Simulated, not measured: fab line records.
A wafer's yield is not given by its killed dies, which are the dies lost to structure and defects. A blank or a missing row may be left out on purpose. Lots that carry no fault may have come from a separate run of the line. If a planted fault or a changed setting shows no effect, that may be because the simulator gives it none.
fab line records	flow n5_finfet
record lots=7	wafers=21
route steps=1938 shown BEOL_M9@1407 BEOL_M10@1496 BEOL_M11@1560 BEOL_M12@1649 BEOL_M13@1659
start_h: hours from the record's opening day to when the first of the lot's shown wafers began	wait_h: hours from the lot's prior step to this one	" as in the row above	L1.1+2: a row that stands for several wafers	- no value present, or no start provided	* or withheld: withheld	< > ~ a bound
route shown NAME@n: names a module that has steps shown in the file, with the first one's number in the route	usual: mean and standard deviation over wafers with no fault	same: alike in all rows	chamber/n: place in a boat	sites: the reading at each site	_std_site: the standard deviation of these	_edge_site: outer sites' mean less inner sites'	radius_mm: how far each site lies from the wafer's centre	mask NAME#n: copy n	behind: the last tool/chamber to shape the wafer	hold: what put the lot on hold/how long, in hours/how the hold closed	device: the n, p or np transistor that did not switch	end of line: tests run on the same wafers once the route is complete	a step with no rows: only its recipe	killed: not the wafer's yield, but the dies lost to structure and defects at the first sort	map: a wafer's dies, marking killed ones x, the rest . and places with no die _
set.NAME: the run value of the setting; set.NAME@STEP: its run value at that earlier step	model.NAME: the simulator's own value behind a step, which no gauge read
lots where settings were altered on purpose, with a table for each step and a row for each wafer
## steps
# step N5_BEOL_M9_COAT_60
# recipe resist=SiARC	temp_c=220	time_s=60	spin_rpm=1500	resist_thk_nm=30
lot.wafer	tool	chamber	start_h	wait_h	set.spin_rpm	model.SiARC_of_BEOL_M9_COAT_60.thk_nm
L076.1+4	litho_track-03	0	-	-	1338	31.8
L076.2	"	0	"	"	1500	30
L078.2+3+5	litho_track-03	0	-	-	1500	30.2
L086.1+3+6	litho_track-03	0	-	-	1500	30.2
L085.4+6	litho_track-01	0	-	-	1500	30
L085.5	"	0	"	"	1393	31.2
L093.2+4	litho_track-04	0	-	-	1629	28.8
L093.6	"	0	"	"	1500	30
L092.1+2	litho_track-01	0	-	-	1500	30
L092.5	"	0	"	"	1666	28.6
L096.2+3+4	litho_track-03	0	-	-	1500	30
# step N5_BEOL_M9_COAT_05
# recipe resist=CAR-ArF	spin_rpm=1500	resist_thk_nm=90
# step N5_BEOL_M9_EBR_07
# recipe solvent=PGMEA	ebr_width_mm=1.5
# step N5_BEOL_M9_DESCUM_16
# recipe chemistry=O2	time_s=7.9	source_power_w=50	bias_power_w=20	pressure_mtorr=20	rf_frequency_hz=2.712e+07	temp_c=40	resist=CAR-ArF	o2_flow_sccm=225
# step N5_BEOL_M9_ETCH_61
# recipe chemistry=CF4	target=SiARC	target_depth_a=390	mask_material=CAR-ArF	time_s=65	ion_energy_ev=80	pressure_mtorr=40	source_w=545	bias_w=36	Ar_flow_sccm=100	cf4_flow_sccm=100	ends=cleared
lot.wafer	tool	chamber	start_h	wait_h	set.spin_rpm@BEOL_M9_COAT_60	model.etch.depth_nm	model.CAR-ArF_of_BEOL_M9_COAT_05.thk_nm
L076.1	rie_diel-01	0	219.22	0.0	1338	31.82	53.6
L076.2	"	3	"	"	1500	30.05	55.6
L076.4	"	2	"	"	1338	31.83	53.8
L078.2	rie_diel-03	1	229.40	0.0	1500	30.19	55.2
L078.3+5	"	2,3	"	"	1500	30.16	55.4
L086.1	rie_diel-03	0	271.94	0.0	1500	30.24	55.2
L086.3	"	0	"	"	1500	30.22	55.2
L086.6	"	3	"	"	1500	30.15	55
L085.4	rie_diel-03	3	283.00	0.0	1500	30.04	55.4
L085.5	"	2	"	"	1393	31.1	54.4
L085.6	"	0	"	"	1500	29.94	55.4
L093.2	rie_diel-01	3	322.96	0.0	1629	28.88	56.4
L093.4	"	0	"	"	1629	28.87	56.6
L093.6	"	1	"	"	1500	30.01	55.2
L092.1	rie_diel-01	3	323.47	0.0	1500	29.98	55.6
L092.2	"	0	"	"	1500	30.09	55.2
L092.5	"	1	"	"	1666	28.56	56.6
L096.2	rie_diel-01	0	361.77	0.0	1500	30.07	55.2
L096.3	"	0	"	"	1500	30.04	55.4
L096.4	"	1	"	"	1500	30.03	55.2
# step N5_BEOL_M9_ETCH_62
# recipe chemistry=N2/H2	target=SOC	target_depth_a=1100	overetch_a=220	mask_material=SiARC	temp_c=40	time_s=165	ion_energy_ev=200	pressure_mtorr=30	source_w=840	bias_w=150	n2_flow_sccm=200	h2_flow_sccm=200
lot.wafer	tool	chamber	start_h	wait_h	set.spin_rpm@BEOL_M9_COAT_60	model.SiARC_of_BEOL_M9_COAT_60.thk_nm
L076.1	rie_diel-01	0	219.27	0.0	1338	25.4
L076.2	"	3	"	"	1500	23.6
L076.4	"	2	"	"	1338	25
L078.2	rie_diel-03	1	229.45	0.0	1500	23.4
L078.3+5	"	2,3	"	"	1500	23.8
L086.1+3	rie_diel-03	0	272.01	0.1	1500	23.8
L086.6	"	3	"	"	1500	23.6
L085.4	rie_diel-03	3	283.09	0.1	1500	23.6
L085.5	"	2	"	"	1393	24.4
L085.6	"	0	"	"	1500	23.4
L093.2	rie_diel-01	3	323.01	0.0	1629	22.4
L093.4	"	0	"	"	1629	22.6
L093.6	"	1	"	"	1500	23.8
L092.1	rie_diel-01	3	323.52	0.0	1500	23.4
L092.2	"	0	"	"	1500	23.8
L092.5	"	1	"	"	1666	22.2
L096.2	rie_diel-01	0	361.84	0.1	1500	23.8
L096.3	"	0	"	"	1500	23.6
L096.4	"	1	"	"	1500	23.4
# step N5_BEOL_M9_STRIP_68
# recipe chemistry=N2/H2	temp_c=40	n2_flow_sccm=200	h2_flow_sccm=200	rf_frequency_hz=6e+07
# step N5_BEOL_M9_STRIP_67
# recipe chemistry=CF4	resist=SiARC	power_w=300	bias_power_w=75	pressure_mtorr=50	cf4_flow_sccm=150	rf_frequency_hz=6e+07
# step N5_BEOL_M9_HM_OPEN_17
# recipe chemistry=Cl2/BCl3	target_depth_a=200	overetch_a=60	target=TiN	mask_material=SOC	ion_energy_ev=150	pressure_mtorr=10	icp_w=1000	bias_w=126	Cl2_flow_sccm=53.25	bcl3_flow_sccm=21.75	Ar_flow_sccm=25
lot.wafer	tool	chamber	start_h	wait_h	set.target_thk_a@BEOL_M9_HM_DEP_02	model.etch.depth_nm
L076.1	rie_metal-01	0	219.46	0.0	200	20.12
L076.2	"	1	"	"	189.2	18.79
L076.4	"	1	"	"	189.2	18.67
L078.2	rie_metal-03	0	229.64	0.0	200	19.63
L078.3	"	0	"	"	200	20.1
L078.5	"	1	"	"	200	19.67
L086.1	rie_metal-01	0	272.28	0.0	200	19.87
L086.3	"	0	"	"	212.3	21.05
L086.6	"	0	"	"	212.3	21.03
L085.4	rie_metal-02	1	283.24	0.1	222.8	22.31
L085.5	"	0	"	"	222.8	22.76
L085.6	"	1	"	"	222.8	22.55
L093.2+4	rie_metal-02	1	323.20	0.0	200	19.58
L093.6	"	0	"	"	200	19.52
L092.1	rie_metal-03	1	323.70	0.0	184.2	18.63
L092.2	"	0	"	"	184.2	18.47
L092.5	"	0	"	"	200	20.05
L096.2	rie_metal-01	0	362.11	0.0	184.2	18.24
L096.3	"	1	"	"	200	19.97
L096.4	"	0	"	"	184.2	18.22
# step N5_BEOL_M10_COAT_22
# recipe resist=CAR-ArF	spin_rpm=1500	resist_thk_nm=90
lot.wafer	tool	chamber	start_h	wait_h	set.spin_rpm	model.CAR-ArF_of_BEOL_M10_COAT_22.thk_nm
L076.1	litho_track-03	0	-	-	1500	90.2
L076.2	"	0	"	"	1500	90
L076.4	"	0	"	"	1364	94.6
L078.2+3	litho_track-05	0	-	-	1500	90.2
L078.5	"	0	"	"	1500	90.4
L086.1	litho_track-05	0	-	-	1500	90.2
L086.3+6	"	0	"	"	1500	90
L085.4	litho_track-02	0	-	-	1500	89.4
L085.5	"	0	"	"	1500	89.8
L085.6	"	0	"	"	1592	87
L093.2	litho_track-02	0	-	-	1588	87.8
L093.4	"	0	"	"	1500	90.2
L093.6	"	0	"	"	1588	87.6
L092.1+5	litho_track-02	0	-	-	1588	87.6
L092.2	"	0	"	"	1500	90.4
L096.2	litho_track-05	0	-	-	1500	89.8
L096.3	"	0	"	"	1500	90
L096.4	"	0	"	"	1660	85.4
# step N5_BEOL_M10_DEVELOP_27
# recipe develop_time_s=30	developer=TMAH	resist=CAR-ArF	rinse_liquid=diw	dry=air_spin	dev_temp_c=23
lot.wafer	tool	chamber	start_h	wait_h	set.develop_time_s	set.spin_rpm@BEOL_M10_COAT_22	model.CAR-ArF_of_BEOL_M10_COAT_22.thk_nm
L076.1	litho_track-02	0	-	-	33.22	1500	88.4
L076.2	"	0	"	"	30	1500	88.2
L076.4	"	0	"	"	30	1364	93
L078.2+3+5	litho_track-03	0	-	-	30	1500	88.6
L086.1	litho_track-02	0	-	-	30	1500	88.6
L086.3	"	0	"	"	30	1500	88.2
L086.6	"	0	"	"	24.7	1500	88.6
L085.4	litho_track-03	0	-	-	30	1500	87.6
L085.5	"	0	"	"	30	1500	88
L085.6	"	0	"	"	30	1592	85.2
L093.2	litho_track-03	0	-	-	26.71	1588	86.2
L093.4	"	0	"	"	30	1500	88.4
L093.6	"	0	"	"	30	1588	86
L092.1	litho_track-03	0	-	-	33.91	1588	85.8
L092.2	"	0	"	"	30	1500	88.8
L092.5	"	0	"	"	30	1588	85.8
L096.2	litho_track-02	0	-	-	35.83	1500	88
L096.3	"	0	"	"	30	1500	88.4
L096.4	"	0	"	"	30	1660	83.6
# step N5_BEOL_M11_COAT_63
# recipe resist=SOC	temp_c=250	time_s=60	spin_rpm=1500	resist_thk_nm=100
lot.wafer	tool	chamber	start_h	wait_h	set.spin_rpm	model.SOC_of_BEOL_M11_COAT_63.thk_nm
L076.1	litho_track-01	0	233.34	0.7	1391	104.6
L076.2	"	0	"	"	1391	104.2
L076.4	"	0	"	"	1391	104.4
L078.2+3	litho_track-01	0	246.59	0.0	1500	100
L078.5	"	0	"	"	1500	100.2
L086.1	litho_track-01	0	291.38	0.1	1500	100.2
L086.3	"	0	"	"	1500	100.4
L086.6	"	0	"	"	1500	99.8
L085.4+6	litho_track-04	0	301.42	0.1	1500	100
L085.5	"	0	"	"	1564	97.6
L093.2	litho_track-01	0	347.47	1.5	1500	100
L093.4	"	0	"	"	1652	95.2
L093.6	"	0	"	"	1652	95.4
L092.1+2+5	litho_track-02	0	349.46	0.0	1500	100.6
L096.2	litho_track-01	0	381.24	0.8	1500	100.2
L096.3	"	0	"	"	1500	100.4
L096.4	"	0	"	"	1399	103.8
# step N5_BEOL_M11_EXPOSE_25
# recipe mask_id=V10	na=1.35	source_shape=annular	sigma_inner=0.5	sigma_outer=0.8	polarization=unpolarized	dose_mj=85.5
lot.wafer	tool	chamber	start_h	wait_h	mask	set.dose_mj
L076.1+4	arfi_scanner-02	0	233.58	-	V10#0	89.11
L076.2	"	0	"	"	V10#0	85.5
L078.2+3+5	arfi_scanner-03	0	246.84	-	V10#0	85.5
L086.1+3+6	arfi_scanner-02	0	291.62	-	V10#0	85.5
L085.4+5+6	arfi_scanner-01	0	301.70	-	V10#0	85.5
L093.2+6	arfi_scanner-03	0	347.72	-	V10#0	88.94
L093.4	"	0	"	"	V10#0	85.5
L092.1+2	arfi_scanner-03	0	349.57	-	V10#0	85.5
L092.5	"	0	"	"	V10#0	79.82
L096.2+3+4	arfi_scanner-01	0	381.49	-	V10#0	85.5
# step N5_BEOL_M11_PEB_26
# recipe peb_temp_c=withheld	peb_time_s=60	resist=CAR-ArF
# step N5_BEOL_M11_DEVELOP_27
# recipe develop_time_s=30	developer=TMAH	resist=CAR-ArF	rinse_liquid=diw	dry=air_spin	dev_temp_c=23
# step N5_BEOL_M11_CD_MEAS_28
# recipe target_cd_nm=70	landing_energy_ev=500	detector=se_inlens	polarity=opening
# usual cd_nm=69.5/0.97
lot.wafer	tool	chamber	start_h	wait_h	set.dose_mj@BEOL_M11_EXPOSE_25	cd_nm
L076.1	cd_sem-01	0	233.71	-	89.11	74.1
L076.2	"	0	"	"	85.5	70.0
L076.4	"	0	"	"	89.11	73.9
L078.2	cd_sem-03	0	246.96	-	85.5	70.1
L078.3	"	0	"	"	85.5	68.9
L078.5	"	0	"	"	85.5	71.0
L086.1	cd_sem-01	0	291.75	-	85.5	70.2
L086.3	"	0	"	"	85.5	68.2
L086.6	"	0	"	"	85.5	69.1
L085.4	cd_sem-01	0	301.81	-	85.5	68.2
L085.5	"	0	"	"	85.5	68.3
L085.6	"	0	"	"	85.5	69.3
L093.2	cd_sem-02	0	347.84	-	88.94	73.1
L093.4	"	0	"	"	85.5	69.6
L093.6	"	0	"	"	88.94	72.4
L092.1	cd_sem-02	0	349.70	-	85.5	69.4
L092.2	"	0	"	"	85.5	69.5
L092.5	"	0	"	"	79.82	63.6
L096.2	cd_sem-02	0	381.62	-	85.5	69.3
L096.3	"	0	"	"	85.5	69.4
L096.4	"	0	"	"	85.5	71.3
# step N5_BEOL_M11_DESCUM_33
# recipe chemistry=O2	time_s=7.9	source_power_w=50	bias_power_w=20	pressure_mtorr=20	rf_frequency_hz=2.712e+07	temp_c=40	resist=CAR-ArF	o2_flow_sccm=225
# step N5_BEOL_M11_ETCH_65
# recipe chemistry=CF4	target=SiARC	target_depth_a=390	mask_material=CAR-ArF	time_s=65	ion_energy_ev=80	pressure_mtorr=40	source_w=545	bias_w=36	Ar_flow_sccm=100	cf4_flow_sccm=100	ends=cleared
# step N5_BEOL_M11_ETCH_66
# recipe chemistry=N2/H2	target=SOC	target_depth_a=1200	overetch_a=240	mask_material=SiARC	temp_c=40	time_s=180	ion_energy_ev=200	pressure_mtorr=30	source_w=840	bias_w=150	n2_flow_sccm=200	h2_flow_sccm=200
lot.wafer	tool	chamber	start_h	wait_h	set.spin_rpm@BEOL_M11_COAT_63	model.etch.depth_nm
L076.1	rie_diel-01	2	233.89	0.0	1391	104.5
L076.2	"	3	"	"	1391	104.1
L076.4	"	1	"	"	1391	104.4
L078.2+3	rie_diel-01	3,2	247.14	0.0	1500	100
L078.5	"	2	"	"	1500	100.2
L086.1	rie_diel-01	0	291.93	0.0	1500	100.1
L086.3	"	3	"	"	1500	100.4
L086.6	"	3	"	"	1500	99.81
L085.4	rie_diel-04	0	302.04	0.0	1500	99.99
L085.5	"	3	"	"	1564	97.64
L085.6	"	0	"	"	1500	100
L093.2	rie_diel-04	0	348.02	0.0	1500	100
L093.4	"	2	"	"	1652	95.26
L093.6	"	2	"	"	1652	95.38
L092.1+2	rie_diel-01	0,3	349.88	0.0	1500	100.7
L092.5	"	0	"	"	1500	100.6
L096.2+3	rie_diel-03	3,1	381.79	0.0	1500	100.3
L096.4	"	0	"	"	1399	103.7
# step N5_BEOL_M11_STRIP_69
# recipe chemistry=N2/H2	temp_c=40	n2_flow_sccm=200	h2_flow_sccm=200	rf_frequency_hz=6e+07
# step N5_BEOL_M11_VIA_ETCH_34
# recipe chemistry=C4F6/O2	target=SiCOH_lowk	target_depth_a=1845	mask_material=SOC	taper_deg=4	time_s=69.2	ion_energy_ev=250	pressure_mtorr=30	source_w=345	bias_w=185	Ar_flow_sccm=300	C4F6_flow_sccm=10	O2_flow_sccm=10
lot.wafer	tool	chamber	start_h	wait_h	set.spin_rpm@BEOL_M11_COAT_63	model.SOC_of_BEOL_M11_COAT_63.thk_nm
L076.1+4	rie_diel-01	2,1	234.01	0.0	1391	96.4
L076.2	"	3	"	"	1391	96.2
L078.2	rie_diel-01	3	247.26	0.0	1500	92
L078.3	"	2	"	"	1500	91.8
L078.5	"	2	"	"	1500	92.2
L086.1	rie_diel-01	0	292.05	0.0	1500	92.2
L086.3	"	3	"	"	1500	92.4
L086.6	"	3	"	"	1500	91.8
L085.4+6	rie_diel-04	0	302.16	0.0	1500	91.8
L085.5	"	3	"	"	1564	89.8
L093.2	rie_diel-04	0	348.14	0.0	1500	91.8
L093.4	"	2	"	"	1652	87.2
L093.6	"	2	"	"	1652	87.4
L092.1	rie_diel-01	0	350.00	0.0	1500	92.8
L092.2+5	"	3,0	"	"	1500	92.6
L096.2+3	rie_diel-03	3,1	381.91	0.0	1500	92.2
L096.4	"	0	"	"	1399	95.8
# step N5_BEOL_M12_SPUTTER_44
# recipe material=Ta	target_thk_a=100	temp_c=50	bias_v=80	power_w=15000	chamber_pressure_pa=0.07	time_s=16.13
lot.wafer	tool	chamber	start_h	wait_h	set.time_s	model.Ta_of_BEOL_M12_SPUTTER_44.thk_nm
L076.1+2+4	pvd_sputter-02	-	240.80	0.0	16.13	9.8
L078.2+3+5	pvd_sputter-01	-	253.57	0.0	16.13	10
L086.1+6	pvd_sputter-03	-	302.26	0.0	16.13	10.2
L086.3	"	-	"	"	17.66	11.2
L085.4+6	pvd_sputter-01	-	310.83	0.0	16.13	10
L085.5	"	-	"	"	14.44	9
L093.2	pvd_sputter-01	-	360.51	0.0	16.13	9.8
L093.4+6	"	-	"	"	16.13	10
L092.1	pvd_sputter-01	-	361.55	0.0	16.13	10.2
L092.2+5	"	-	"	"	16.13	10
L096.2+4	pvd_sputter-01	-	393.76	0.0	14.52	9
L096.3	"	-	"	"	16.13	10.2
# step N5_BEOL_M13_ILD_DEP_00
# recipe material=SiOC	target_thk_a=8379.2	temp_c=350	precursor=DEMS/O2	pressure_torr=5	rf_w=500	time_s=166.4
lot.wafer	tool	chamber	start_h	wait_h	set.time_s	model.SiOC_of_BEOL_M13_ILD_DEP_00.thk_nm
L076.1	pecvd-02	1	241.92	0.0	152.1	770
L076.2	"	0	"	"	166.4	837.4
L076.4	"	1	"	"	152.1	786.2
L078.2	pecvd-04	1	254.72	0.0	166.4	854
L078.3	"	0	"	"	166.4	833.2
L078.5	"	0	"	"	166.4	853.6
L086.1	pecvd-02	1	304.40	0.0	181.8	936.8
L086.3	"	2	"	"	181.8	919.2
L086.6	"	1	"	"	166.4	868
L085.4	pecvd-04	1	312.34	0.1	179	909.8
L085.5	"	0	"	"	179	913
L085.6	"	2	"	"	166.4	848.8
L093.2	pecvd-02	0	361.65	0.0	166.4	850
L093.4	"	0	"	"	166.4	857.4
L093.6	"	2	"	"	141.5	738.8
L092.1	pecvd-04	1	362.67	0.0	166.4	842
L092.2	"	2	"	"	178.4	891.8
L092.5	"	0	"	"	166.4	860
L096.2	pecvd-02	1	395.75	0.0	166.4	847.6
L096.3	"	0	"	"	166.4	846.8
L096.4	"	0	"	"	166.4	860.8
# step N5_BEOL_M13_THK_MEAS_01
# recipe reads=SiOC_of_BEOL_M13_ILD_DEP_00
# usual M13_ILD_THK=844/11
lot.wafer	tool	chamber	start_h	wait_h	set.time_s@BEOL_M13_ILD_DEP_00	M13_ILD_THK[nm]
L076.1	film_metro-01	-	242.13	0.2	152.1	770
L076.2	"	-	"	"	166.4	838
L076.4	"	-	"	"	152.1	787
L078.2	film_metro-02	-	254.87	0.1	166.4	854
L078.3	"	-	"	"	166.4	833
L078.5	"	-	"	"	166.4	854
L086.1	film_metro-02	-	304.55	0.1	181.8	937
L086.3	"	-	"	"	181.8	919
L086.6	"	-	"	"	166.4	868
L085.4	film_metro-01	-	312.43	0.0	179	911
L085.5	"	-	"	"	179	912
L085.6	"	-	"	"	166.4	849
L093.2	film_metro-02	-	361.80	0.1	166.4	850
L093.4	"	-	"	"	166.4	858
L093.6	"	-	"	"	141.5	739
L092.1	film_metro-01	-	362.82	0.1	166.4	842
L092.2	"	-	"	"	178.4	892
L092.5	"	-	"	"	166.4	860
L096.2	film_metro-02	-	395.90	0.1	166.4	847
L096.3	"	-	"	"	166.4	846
L096.4	"	-	"	"	166.4	861
## key
split step=N5_BEOL_M9_COAT_60	setting=spin_rpm	stated=1500	by=wafer
response step=N5_BEOL_M9_COAT_60	reading=model.SiARC_of_BEOL_M9_COAT_60.thk_nm	change=-0.148	per=1%	r=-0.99
response step=N5_BEOL_M9_ETCH_61	reading=model.etch.depth_nm	change=-0.146	per=1%	r=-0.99
response step=N5_BEOL_M9_ETCH_61	reading=model.CAR-ArF_of_BEOL_M9_COAT_05.thk_nm	change=+0.143	per=1%	r=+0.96
response step=N5_BEOL_M9_ETCH_62	reading=model.SiARC_of_BEOL_M9_COAT_60.thk_nm	change=-0.138	per=1%	r=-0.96
split step=N5_BEOL_M10_COAT_22	setting=spin_rpm	stated=1500	by=wafer
response step=N5_BEOL_M10_COAT_22	reading=model.CAR-ArF_of_BEOL_M10_COAT_22.thk_nm	change=-0.449	per=1%	r=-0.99
response step=N5_BEOL_M10_DEVELOP_27	reading=model.CAR-ArF_of_BEOL_M10_COAT_22.thk_nm	change=-0.459	per=1%	r=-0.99
split step=N5_BEOL_M10_DEVELOP_27	setting=develop_time_s	stated=30	by=wafer
response none clear
split step=N5_BEOL_M11_COAT_63	setting=spin_rpm	stated=1500	by=wafer
response step=N5_BEOL_M11_COAT_63	reading=model.SOC_of_BEOL_M11_COAT_63.thk_nm	change=-0.49	per=1%	r=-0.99
response step=N5_BEOL_M11_ETCH_66	reading=model.etch.depth_nm	change=-0.487	per=1%	r=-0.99
response step=N5_BEOL_M11_VIA_ETCH_34	reading=model.SOC_of_BEOL_M11_COAT_63.thk_nm	change=-0.471	per=1%	r=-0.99
split step=N5_BEOL_M11_EXPOSE_25	setting=dose_mj	stated=85.5	by=wafer
response step=N5_BEOL_M11_CD_MEAS_28	reading=cd_nm	change=+0.876	per=1%	r=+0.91
split step=N5_BEOL_M12_SPUTTER_44	setting=time_s	stated=16.13	by=wafer
response step=N5_BEOL_M12_SPUTTER_44	reading=model.Ta_of_BEOL_M12_SPUTTER_44.thk_nm	change=+0.107	per=1%	r=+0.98
split step=N5_BEOL_M13_ILD_DEP_00	setting=time_s	stated=166.4	by=wafer
response step=N5_BEOL_M13_ILD_DEP_00	reading=model.SiOC_of_BEOL_M13_ILD_DEP_00.thk_nm	change=+7.21	per=1%	r=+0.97
response step=N5_BEOL_M13_THK_MEAS_01	reading=M13_ILD_THK	change=+7.2	per=1%	r=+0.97
split outside_this_file step=N5_BEOL_M9_HM_DEP_02 setting=target_thk_a
# split outside_this_file: this setting was split too, and the file shows its column; the key of that split is in another file
